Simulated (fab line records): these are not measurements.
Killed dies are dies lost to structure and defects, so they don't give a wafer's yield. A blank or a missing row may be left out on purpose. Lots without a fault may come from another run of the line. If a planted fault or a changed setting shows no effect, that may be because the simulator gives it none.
fab line records | flow n5_finfet
[record] lots = 7 wafers = 18 last_day = 17
route steps=1938 shown BEOL_M5@1142 PASSIVATION@1936
lots that met no fault: taken from a fault-free run of the same line
start_h: hours from the record's opening day to when the first of the lot's shown wafers began | wait_h: time in hours since the lot's previous step | " the same as in the row above | L1.1+2: a single row standing in for several wafers | - value missing, or start not given | * or withheld: withheld | < > ~ a bound
route shown NAME@n: NAME is a module with steps in the file, n the number in the route of the first one | usual: the fault-free wafers' mean and standard deviation | same: alike in all rows | chamber/n: place in a boat | sites: the reading at each site | _std_site: the values' standard deviation | _edge_site: mean of outer sites minus mean of inner sites | radius_mm: for every site, how far away it sits from the centre of the wafer | mask NAME#n: copy n | behind: the last tool/chamber to shape the wafer | hold: why the lot went on hold/how many hours it stayed there/how the hold came to an end | device: which transistor (n, p or np) failed to switch | end of line: the route-end tests of the same wafers | a step given without rows: its recipe and nothing more | killed: at the first sort, the dies lost to defects and structure; wafer yield is something else | map: per-die view of a wafer (x killed, . not killed, _ where there is no die)
set.NAME: the run value of the setting; set.NAME@STEP: its run value at that earlier step | model.NAME: the simulator's own value behind a step, which no gauge read
lots at some steps of the route; a table a step, a row a wafer
services: from which hour (start_h, from the record's first day; less than 0 if before it) a tool's chamber was out of use, for how many hours, and why
[[steps]]
[step N5_BEOL_M5_COAT_22]
[recipe] resist = CAR-EUV spin_rpm = 1500 resist_thk_nm = 30
[step N5_BEOL_M5_EBR_24]
[recipe] solvent = PGMEA ebr_width_mm = 1.5
[step N5_BEOL_M5_SOFTBAKE_23]
[recipe] temp_c = 110 time_s = 60 resist = CAR-EUV
[step N5_BEOL_M5_EXPOSE_25]
[recipe] mask_id = V4 na = 0.33 source_shape = quasar sigma_inner = 0.2 sigma_outer = 0.6 polarization = unpolarized defocus_nm = 10 dose_mj = 52.75
[step N5_BEOL_M5_PEB_26]
[recipe] peb_temp_c = 100 peb_time_s = 60 resist = CAR-EUV
[step N5_BEOL_M5_DEVELOP_27]
[recipe] develop_time_s = 30 developer = TMAH resist = CAR-EUV rinse_liquid = surfactant_rinse dry = air_spin dev_temp_c = 23
[step N5_BEOL_M5_CD_MEAS_28]
[recipe] target_cd_nm = 30.6 landing_energy_ev = 500 detector = se_inlens target_cd_y_nm = 20 polarity = opening
[usual] cd_nm = 30.58/0.23
// columns lot.wafer tool chamber start_h wait_h cd_nm
L466.2 cd_sem-03 0 204.80 - 30.54
L466.5 " 0 " " 30.50
L466.6 " 0 " " 30.64
L470.2 cd_sem-03 0 235.13 - 30.79
L470.3 " 0 " " 30.26
L470.5 " 0 " " 30.41
L476.3 cd_sem-03 0 285.42 - 30.63
L476.5 " 0 " " 30.64
L476.6 " 0 " " 30.63
L480.2 cd_sem-03 0 293.60 - 30.87
L480.3 " 0 " " 30.85
L482.2 cd_sem-02 0 301.43 - 30.33
L482.5 " 0 " " 30.52
L481.2 cd_sem-01 0 304.23 - 30.61
L481.4 " 0 " " 30.31
L483.1 cd_sem-01 0 309.18 - 30.57
L483.2 " 0 " " 30.64
L483.4 " 0 " " 30.39
[step N5_BEOL_M5_OVL_MEAS_29]
[recipe] points_per_wafer = 522
[usual] V4_OVL = -0.2/0.71
// columns lot.wafer tool chamber start_h wait_h V4_OVL[nm]
L466.2 overlay-02 0 204.84 0.0 0.6
L466.5 " 0 " " 1.2
L466.6 " 0 " " 0.7
L470.2 overlay-02 0 235.17 0.0 -0.4
L470.3 " 0 " " -0.2
L470.5 " 0 " " -0.7
L476.3 overlay-01 0 285.46 0.0 0.5
L476.5 " 0 " " 1.0
L476.6 " 0 " " 0.0
L480.2 overlay-02 0 293.63 0.0 0.2
L480.3 " 0 " " -1.2
L482.2 overlay-02 0 301.46 0.0 -0.5
L482.5 " 0 " " 0.2
L481.2 overlay-01 0 304.26 0.0 -0.4
L481.4 " 0 " " -1.4
L483.1 overlay-02 0 309.21 0.0 0.3
L483.2 " 0 " " -1.1
L483.4 " 0 " " -1.5
[step N5_BEOL_M5_INSPECT_30]
[recipe] mode = adi inspect_instrument = brightfield
[usual] raw_defect_count = 420/99
// columns lot.wafer tool chamber start_h wait_h raw_defect_count
L466.2 defect_inspect-02 - 204.89 0.0 540
L466.5 " - " " 483
L466.6 " - " " 462
L470.2 defect_inspect-01 - 235.22 0.0 396
L470.3 " - " " 409
L470.5 " - " " 477
L476.3 defect_inspect-02 - 285.51 0.0 641
L476.5 " - " " 421
L476.6 " - " " 463
L480.2 defect_inspect-01 - 293.69 0.0 388
L480.3 " - " " 408
L482.2 defect_inspect-01 - 301.51 0.0 311
L482.5 " - " " 383
L481.2 defect_inspect-02 - 304.32 0.0 388
L481.4 " - " " 420
L483.1 defect_inspect-02 - 309.28 0.1 370
L483.2 " - " " 890
L483.4 " - " " 630
[step N5_BEOL_M5_DESCUM_33]
[recipe] chemistry = O2 time_s = 7 source_power_w = 50 bias_power_w = 20 pressure_mtorr = 20 rf_frequency_hz = 2.712e+07 temp_c = 40 resist = CAR-EUV o2_flow_sccm = 225
[usual] drypump_motor_current_A = 5.9/0.4 oes_product_au = 0.76/0.09 rf_vpp_V = 243.2/1.4 showerhead_plenum_p_Torr = 2.09/0.083 throttle_valve_pct = 20.48/0.27
// columns lot.wafer tool chamber start_h wait_h drypump_motor_current_A oes_product_au rf_hours_counter_h rf_vpp_V showerhead_plenum_p_Torr throttle_valve_pct
L466.2 rie_diel-01 2 205.30 0.4 5.2 0.89 21 243.4 2.05 20.38
L466.5 " 2 " " 5.3 0.90 - 243.7 2.06 20.37
L466.6 " 3 " " 5.6 0.71 - 244.2 2.17 20.70
L470.2 rie_diel-05 3 235.25 0.0 6.2 0.67 228 244.2 2.16 20.67
L470.3 " 0 " " 6.4 0.92 8 245.6 2.22 20.57
L470.5 " 2 " " 6.2 0.67 - 241.9 1.98 20.19
L476.3 rie_diel-01 1 285.60 0.1 6.1 0.69 244 242.9 2.05 20.68
L476.5 " 2 " " 5.2 0.86 - 244.0 2.05 20.38
L476.6 " 3 " " 5.6 0.69 - 243.1 2.17 20.76
L480.2 rie_diel-05 2 293.73 0.0 6.2 0.94 7 244.5 2.24 19.94
L480.3 " 3 " " 6.2 0.66 248 243.9 2.16 20.71
L482.2 rie_diel-05 0 301.68 0.2 6.4 0.88 31 245.1 2.21 20.64
L482.5 " 1 " " 6.1 0.71 - 241.8 2.07 20.25
L481.2 rie_diel-05 2 304.47 0.2 6.2 0.94 11 244.6 2.24 19.95
L481.4 " 1 " " 6.0 0.70 - 243.6 2.07 20.26
L483.1 rie_diel-06 2 309.35 0.1 5.6 0.75 173 240.5 1.91 20.61
L483.2 " 1 " " 5.2 0.92 9 241.8 2.05 19.91
L483.4 " 3 " " 6.2 0.72 200 243.5 2.07 20.95
[step N5_BEOL_M5_ETCH_75]
[recipe] chemistry = N2/H2 target = underlayer target_depth_a = 65 mask_material = CAR-EUV time_s = 5.2 ion_energy_ev = 200 pressure_mtorr = 30 source_w = 840 bias_w = 150 n2_flow_sccm = 200 h2_flow_sccm = 200 ends = cleared
[usual] drypump_motor_current_A = 5.9/0.4 etch_rf_on_time_s = 5.16/0.14 oes_product_au = 0.65/0.08 rf_vpp_V = 523.6/3 showerhead_plenum_p_Torr = 2.54/0.1 throttle_valve_pct = 17.9/0.32
// columns lot.wafer tool chamber start_h wait_h drypump_motor_current_A etch_rf_on_time_s oes_product_au rf_hours_counter_h rf_vpp_V showerhead_plenum_p_Torr throttle_valve_pct
L466.2 rie_diel-01 2 205.33 0.0 5.2 5.04 0.78 21 523.3 2.48 17.7
L466.5 " 2 " " 5.2 5.05 0.79 - 522.3 2.48 17.7
L466.6 " 3 " " 5.7 5.13 0.61 - 526.2 2.62 18.0
L470.2 rie_diel-05 3 235.29 0.0 6.2 5.15 0.59 228 525.9 2.63 18.1
L470.3 " 0 " " 6.4 5.08 0.81 8 528.5 2.72 18.0
L470.5 " 2 " " 6.2 5.05 0.59 - 520.6 2.39 17.5
L476.3 rie_diel-01 1 285.63 0.0 6.1 5.57 0.57 244 520.8 2.49 18.1
L476.5 " 2 " " 5.2 4.94 0.75 - 521.1 2.47 17.8
L476.6 " 3 " " 5.6 5.12 0.60 - 523.7 2.61 18.1
L480.2 rie_diel-05 2 293.77 0.0 6.2 4.95 0.83 7 530.5 2.70 17.2
L480.3 " 3 " " 6.1 5.20 0.57 248 526.1 2.62 18.1
L482.2 rie_diel-05 0 301.72 0.0 6.4 5.02 0.77 31 527.4 2.71 18.1
L482.5 " 1 " " 6.0 5.01 0.62 - 522.9 2.51 17.7
L481.2 rie_diel-05 2 304.50 0.0 6.2 4.93 0.81 11 527.3 2.70 17.2
L481.4 " 1 " " 6.1 5.07 0.61 - 523.4 2.51 17.7
L483.1 rie_diel-06 2 309.38 0.0 5.7 5.07 0.67 173 517.1 2.34 18.1
L483.2 " 1 " " 5.2 5.04 0.79 9 521.7 2.49 17.3
L483.4 " 3 " " 6.2 5.22 0.61 200 524.3 2.52 18.4
[step N5_BEOL_M5_ETCH_67]
[recipe] chemistry = CF4 target = SiARC target_depth_a = 156 mask_material = CAR-EUV time_s = 26 ion_energy_ev = 80 pressure_mtorr = 40 source_w = 545 bias_w = 36 Ar_flow_sccm = 100 cf4_flow_sccm = 100 ends = cleared
[usual] drypump_motor_current_A = 5.9/0.4 etch_rf_on_time_s = 25.8/0.66 oes_product_au = 0.66/0.079 rf_vpp_V = 184.1/1.3 showerhead_plenum_p_Torr = 2.14/0.08 throttle_valve_pct = 15.69/0.25
// columns lot.wafer tool chamber start_h wait_h drypump_motor_current_A etch_rf_on_time_s oes_product_au rf_hours_counter_h rf_vpp_V showerhead_plenum_p_Torr throttle_valve_pct
L466.2 rie_diel-01 2 205.35 0.0 5.2 25.7 0.77 21 182.6 2.09 15.35
L466.5 " 2 " " 5.2 25.3 0.79 - 182.6 2.09 15.34
L466.6 " 3 " " 5.6 25.8 0.61 - 184.3 2.21 15.86
L470.2 rie_diel-05 3 235.31 0.0 6.2 25.8 0.59 228 186.7 2.20 15.90
L470.3 " 0 " " 6.4 25.5 0.81 8 187.8 2.28 15.72
L470.5 " 2 " " 6.2 25.6 0.59 - 183.1 2.03 15.51
L476.3 rie_diel-01 1 285.65 0.0 6.1 27.4 0.58 244 182.6 2.11 15.94
L476.5 " 2 " " 5.2 25.0 0.76 - 182.9 2.08 15.39
L476.6 " 3 " " 5.6 25.3 0.60 - 184.9 2.21 15.91
L480.2 rie_diel-05 2 293.78 0.0 6.2 24.8 0.82 7 186.2 2.28 15.09
L480.3 " 3 " " 6.2 25.9 0.57 248 184.8 2.20 15.93
L482.2 rie_diel-05 0 301.73 0.0 6.4 25.5 0.75 31 185.1 2.27 15.75
L482.5 " 1 " " 6.1 25.4 0.61 - 186.3 2.13 15.57
L481.2 rie_diel-05 2 304.52 0.0 6.2 24.8 0.80 11 187.0 2.28 15.09
L481.4 " 1 " " 6.1 25.3 0.61 - 183.4 2.13 15.57
L483.1 rie_diel-06 2 309.40 0.0 5.6 25.3 0.66 173 183.2 1.97 15.80
L483.2 " 1 " " 5.2 25.0 0.80 10 183.8 2.11 15.15
L483.4 " 3 " " 6.2 26.3 0.61 200 182.8 2.12 16.06
[step N5_BEOL_M5_ETCH_68]
[recipe] chemistry = N2/H2 target = SOC target_depth_a = 800 overetch_a = 160 mask_material = SiARC temp_c = 40 time_s = 120 ion_energy_ev = 200 pressure_mtorr = 30 source_w = 840 bias_w = 150 n2_flow_sccm = 200 h2_flow_sccm = 200
[usual] drypump_motor_current_A = 5.9/0.4 oes_product_au = 0.58/0.064 rf_vpp_V = 523.7/2.7 run_length_s = 143.2/0.43 showerhead_plenum_p_Torr = 2.54/0.1 throttle_valve_pct = 17.9/0.32
// columns lot.wafer tool chamber start_h wait_h drypump_motor_current_A oes_product_au rf_hours_counter_h rf_vpp_V run_length_s showerhead_plenum_p_Torr throttle_valve_pct model.SiARC_of_BEOL_M5_COAT_66.thk_nm
L466.2 rie_diel-01 2 205.38 0.0 5.2 0.68 21 521.7 142.8 2.48 17.7 6.2
L466.5 " 2 " " 5.2 0.68 - 520.4 142.6 2.48 17.7 6.2
L466.6 " 3 " " 5.7 0.54 - 525.9 143.8 2.62 18.0 6.4
L470.2 rie_diel-05 3 235.33 0.0 6.1 0.52 228 526.0 143.0 2.63 18.1 6.4
L470.3 " 0 " " 6.4 0.71 8 528.3 143.1 2.72 18.0 6.4
L470.5 " 2 " " 6.2 0.52 - 519.2 143.0 2.39 17.5 6.2
L476.3 rie_diel-01 1 285.68 0.0 6.1 0.54 244 522.8 143.1 2.49 18.0 6.8
L476.5 " 2 " " 5.2 0.66 - 521.7 142.5 2.47 17.7 6.2
L476.6 " 3 " " 5.6 0.53 - 527.1 143.2 2.61 18.1 6.4
L480.2 rie_diel-05 2 293.81 0.0 6.2 0.80 7 528.2 130.2 2.70 17.1 6.6
L480.3 " 3 " " 6.1 0.57 248 525.2 130.6 2.62 18.1 6.8
L482.2 rie_diel-05 0 301.76 0.0 6.4 0.75 31 528.0 130.7 2.71 18.1 7
L482.5 " 1 " " 6.0 0.54 - 522.8 142.5 2.51 17.6 6.4
L481.2 rie_diel-05 2 304.55 0.0 6.2 0.79 11 526.6 130.8 2.70 17.1 6.6
L481.4 " 1 " " 6.1 0.54 - 522.7 142.5 2.51 17.7 6.2
L483.1 rie_diel-06 2 309.43 0.0 5.7 0.58 173 517.8 143.8 2.34 18.0 6.2
L483.2 " 1 " " 5.2 0.70 10 521.9 143.6 2.49 17.3 6.4
L483.4 " 3 " " 6.2 0.54 200 521.6 142.7 2.52 18.3 6.4
[step N5_BEOL_M5_STRIP_69]
[recipe] chemistry = N2/H2 temp_c = 40 n2_flow_sccm = 200 h2_flow_sccm = 200 rf_frequency_hz = 6e+07
[step N5_PASSIVATION_PROBE_49]
[usual] defect_limited_yield = 91.4/1.5 killed_at_M0_to_M3 = 32/9.8 killed_at_M4_up = 15/5.6 killed_at_contacts = 12/5.4 killed_at_front_end = 40/13 killed_at_other = 3.0/2.1 killed_dies = 102/17 killed_open = 67/13 killed_short = 32/7.1 sort_bin_5_function = 5.1/0.96 sort_bin_6_memory = 3.2/0.7 sort_n_pass = 1078/18 sort_yield_pct = 91.3/1.5
[same] gross_dies = 1180 killed_at_back_side = 0 sort_bin_4_leakage[%] = 0 sort_bin_8_speed[%] = 0
// columns lot.wafer tool chamber start_h wait_h defect_limited_yield[%] killed_at_M0_to_M3 killed_at_M4_up killed_at_contacts killed_at_front_end killed_at_other killed_dies killed_open killed_short sort_bin_5_function[%] sort_bin_6_memory[%] sort_n_pass sort_yield_pct[%]
L466.2 prober-02 - 313.03 0.1 93.0 31 7 12 26 7 83 57 25 3.9 2.9 1097 93.0
L466.5 prober-02 - 313.18 0.2 93.7 32 11 12 18 1 74 49 25 4.0 2.1 1106 93.7
L466.6 prober-02 - 313.23 0.3 92.8 25 17 17 23 3 85 60 24 4.6 2.3 1095 92.8
L470.2 prober-01 - 331.85 0.1 91.7 12 24 21 34 7 98 63 35 5.2 3.0 1082 91.7
L470.3 prober-01 - 331.90 0.1 91.3 28 12 12 50 1 103 75 28 5.3 3.4 1077 91.3
L470.5 prober-01 - 332.00 0.2 90.2 32 19 20 41 4 116 84 32 5.6 3.8 1064 90.2
L480.2 prober-01 - 394.18 0.1 91.4 24 6 10 61 1 102 76 26 4.9 3.6 1078 91.4
L480.3 prober-01 - 394.23 0.1 89.5 36 10 13 59 6 124 83 40 6.2 3.8 1056 89.5
L481.2 prober-01 - 404.06 0.1 92.3 22 20 9 39 1 91 56 29 4.2 3.1 1089 92.3
L481.4 prober-01 - 404.16 0.2 91.0 36 17 17 33 3 106 81 24 4.9 3.8 1074 91.0
L482.2 prober-02 - 408.88 0.1 90.5 37 9 6 52 8 112 75 35 5.3 3.7 1068 90.5
L482.5 prober-02 - 409.03 0.2 88.5 49 16 14 56 1 136 80 50 6.9 3.6 1044 88.5
L483.1 prober-01 - 413.58 0.0 91.3 33 12 16 39 3 103 66 33 5.0 2.7 1077 91.3
L483.2 prober-01 - 413.63 0.1 94.6 21 7 6 27 3 64 33 31 2.8 2.3 1116 94.6
L483.4 prober-01 - 413.73 0.2 91.3 27 8 19 46 3 103 64 36 5.3 3.2 1077 91.3
// killed by level:class
L466.2 MOL_CONTACT_COAG:geometric_particle:open=10 BEOL_M0_SAQP:geometric_particle:open=10 BEOL_M4:geometric_particle:open=5 BEOL_M1:geometric_particle:open=5 BEOL_M0_SAQP:geometric_particle:short=4 BEOL_M2:geometric_particle:open=4 STARTING-WAFER:geometric_particle:open=4 STI_FIN_REVEAL:geometric_particle:open=3
L466.5 MOL_CONTACT_COAG:geometric_particle:open=9 BEOL_M0_SAQP:geometric_particle:short=9 BEOL_M3:geometric_particle:open=8 BEOL_M4:geometric_particle:open=6 STI_FIN_REVEAL:geometric_particle:open=4 BEOL_M0_SAQP:geometric_particle:open=4 BEOL_M0:geometric_particle:short=4 FIN_SAQP:geometric_particle:open=3
L466.6 MOL_CONTACT_COAG:geometric_particle:open=15 BEOL_M4:geometric_particle:open=9 FIN_SAQP:geometric_particle:open=5 BEOL_M1:geometric_particle:open=5 BEOL_M0:geometric_particle:open=4 BEOL_M3:geometric_particle:open=4 FIN_SAQP:geometric_particle:short=3 GATE_CUT:geometric_particle:short=3
L470.2 MOL_CONTACT_COAG:geometric_particle:open=18 BEOL_M4:geometric_particle:open=11 FIN_SAQP:geometric_particle:short=6 FIN_SAQP:geometric_particle:open=6 BEOL_M0_SAQP:geometric_particle:short=5 STI_FIN_REVEAL:geometric_particle:open=4 STI_FIN_REVEAL:geometric_particle:short=4 MOL_CONTACT_COAG:geometric_particle:short=3
L470.3 FIN_SAQP:geometric_particle:open=16 STI_FIN_REVEAL:geometric_particle:open=12 MOL_CONTACT_COAG:geometric_particle:open=9 BEOL_M0_SAQP:geometric_particle:open=8 FIN_SAQP:geometric_particle:short=7 BEOL_M4:geometric_particle:open=7 BEOL_M0_SAQP:geometric_particle:short=6 BEOL_M2:geometric_particle:open=5
L470.5 MOL_CONTACT_COAG:geometric_particle:open=15 STI_FIN_REVEAL:geometric_particle:open=11 BEOL_M4:geometric_particle:open=11 STARTING-WAFER:geometric_particle:open=10 BEOL_M0_SAQP:geometric_particle:short=9 BEOL_M2:geometric_particle:open=7 BEOL_M0_SAQP:geometric_particle:open=6 MOL_CONTACT_COAG:geometric_particle:short=5
L480.2 FIN_SAQP:geometric_particle:open=21 STI_FIN_REVEAL:geometric_particle:open=11 MOL_CONTACT_COAG:geometric_particle:open=10 FIN_SAQP:geometric_particle:short=9 GATE_CUT:geometric_particle:open=9 BEOL_M3:geometric_particle:open=6 BEOL_M0_SAQP:geometric_particle:short=5 BEOL_M1:geometric_particle:open=5
L480.3 FIN_SAQP:geometric_particle:open=20 MOL_CONTACT_COAG:geometric_particle:open=12 FIN_SAQP:geometric_particle:short=11 BEOL_M1:geometric_particle:open=8 STI_FIN_REVEAL:geometric_particle:open=8 BEOL_M0_SAQP:geometric_particle:short=7 BEOL_M0_SAQP:geometric_particle:open=6 BEOL_M2:geometric_particle:open=6
L481.2 BEOL_M4:geometric_particle:open=9 MOL_CONTACT_COAG:geometric_particle:open=8 STARTING-WAFER:geometric_particle:open=6 FIN_SAQP:geometric_particle:open=5 DUMMY_GATE:geometric_particle:open=5 BEOL_M0_SAQP:geometric_particle:short=5 BEOL_M3:geometric_particle:open=5 BEOL_M4:geometric_particle:short=5
L481.4 BEOL_M0_SAQP:geometric_particle:open=16 MOL_CONTACT_COAG:geometric_particle:open=16 STI_FIN_REVEAL:geometric_particle:open=11 DUMMY_GATE:geometric_particle:open=6 BEOL_M4:geometric_particle:open=6 BEOL_M2:geometric_particle:open=5 BEOL_M0:geometric_particle:open=5 BEOL_M5:geometric_particle:open=4
L482.2 STI_FIN_REVEAL:geometric_particle:open=17 BEOL_M3:geometric_particle:open=10 FIN_SAQP:geometric_particle:open=7 BEOL_M0_SAQP:geometric_particle:open=7 BEOL_M0_SAQP:geometric_particle:short=7 ILD0:geometric_particle:open=6 STI_FIN_REVEAL:geometric_particle:short=5 BEOL_M0:geometric_particle:open=5
L482.5 BEOL_M3:geometric_particle:open=15 MOL_CONTACT_COAG:geometric_particle:open=12 BEOL_M0_SAQP:geometric_particle:short=11 STI_FIN_REVEAL:geometric_particle:open=10 FIN_SAQP:geometric_particle:open=9 BEOL_M0_SAQP:geometric_particle:open=7 FIN_SAQP:geometric_particle:short=6 GATE_CUT:geometric_particle:short=6
L483.1 BEOL_M0_SAQP:geometric_particle:open=15 MOL_CONTACT_COAG:geometric_particle:open=13 BEOL_M0_SAQP:geometric_particle:short=12 BEOL_M4:geometric_particle:open=10 FIN_SAQP:geometric_particle:open=7 FIN_SAQP:geometric_particle:short=5 DUMMY_GATE:geometric_particle:open=5 STI_FIN_REVEAL:geometric_particle:open=4
L483.2 BEOL_M0_SAQP:geometric_particle:short=13 FIN_SAQP:geometric_particle:open=4 DUMMY_GATE:geometric_particle:open=4 DUMMY_GATE:geometric_particle:short=3 MOL_CONTACT_COAG:geometric_particle:short=3 MOL_CONTACT_COAG:geometric_particle:open=3 BEOL_M0_SAQP:geometric_particle:open=3 FIN_SAQP:geometric_particle:short=2
L483.4 MOL_CONTACT_COAG:geometric_particle:open=16 BEOL_M0_SAQP:geometric_particle:open=14 BEOL_M0_SAQP:geometric_particle:short=11 DUMMY_GATE:geometric_particle:open=9 STI_FIN_REVEAL:geometric_particle:open=8 FIN_SAQP:geometric_particle:open=6 BEOL_M4:geometric_particle:short=3 DUMMY_GATE:geometric_particle:short=3
[[services]]
// columns tool chamber start_h hours kind
rie_diel-06 0 190.33 6.5 repair
rie_diel-05 0 192.88 - clean
rie_diel-05 0 192.88 - consumable_replace:focus_ring
rie_diel-05 0 192.88 - consumable_replace:showerhead
rie_diel-05 0 192.88 15.2 scheduled_down
rie_diel-05 0 192.88 15.2 vent_cycle
rie_diel-06 2 195.78 28.7 repair
rie_diel-05 1 197.55 24.1 repair
rie_diel-05 1 244.64 5.5 repair
rie_diel-01 0 249.43 3.8 repair
rie_diel-05 2 250.16 - clean
rie_diel-05 2 250.16 - consumable_replace:focus_ring
rie_diel-05 2 250.16 - consumable_replace:showerhead
rie_diel-05 2 250.16 21.8 scheduled_down
rie_diel-05 2 250.16 21.8 vent_cycle
rie_diel-01 2 265.90 16.8 repair
rie_diel-05 3 298.74 - clean
rie_diel-05 3 298.74 - consumable_replace:focus_ring
rie_diel-05 3 298.74 22.1 scheduled_down
rie_diel-05 3 298.74 22.1 vent_cycle
rie_diel-01 1 303.50 - clean
rie_diel-01 1 303.50 - consumable_replace:focus_ring
rie_diel-01 1 303.50 23.9 scheduled_down
rie_diel-01 1 303.50 23.9 vent_cycle
[[key]]
[first_sign] step = N5_BEOL_M5_ETCH_68 reading = run_length_s direction = down sigmas = 29 usual = * struck = *
[effect] step = N5_BEOL_M5_ETCH_68 reading = oes_product_au direction = up sigmas = 2.2 usual = 0.58 struck = 0.73
[model_effect] step = N5_BEOL_M5_ETCH_68 value = SiARC_of_BEOL_M5_COAT_66.thk_nm without = 6.1 struck = 6.75
met_at N5_BEOL_M5_ETCH_68
struck_wafers L480.2,L480.3,L481.2,L482.2
onset_between 235.33 293.81
[fault] kind = process_parameter_drift tool = rie_diel-05 chamber = - onset_h = 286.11 steps = N5_BEOL_M5_ETCH_68 channel = time_s offset = * shape = step end_h = 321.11 scope = struck_wafers_only acts_in = * stated = *
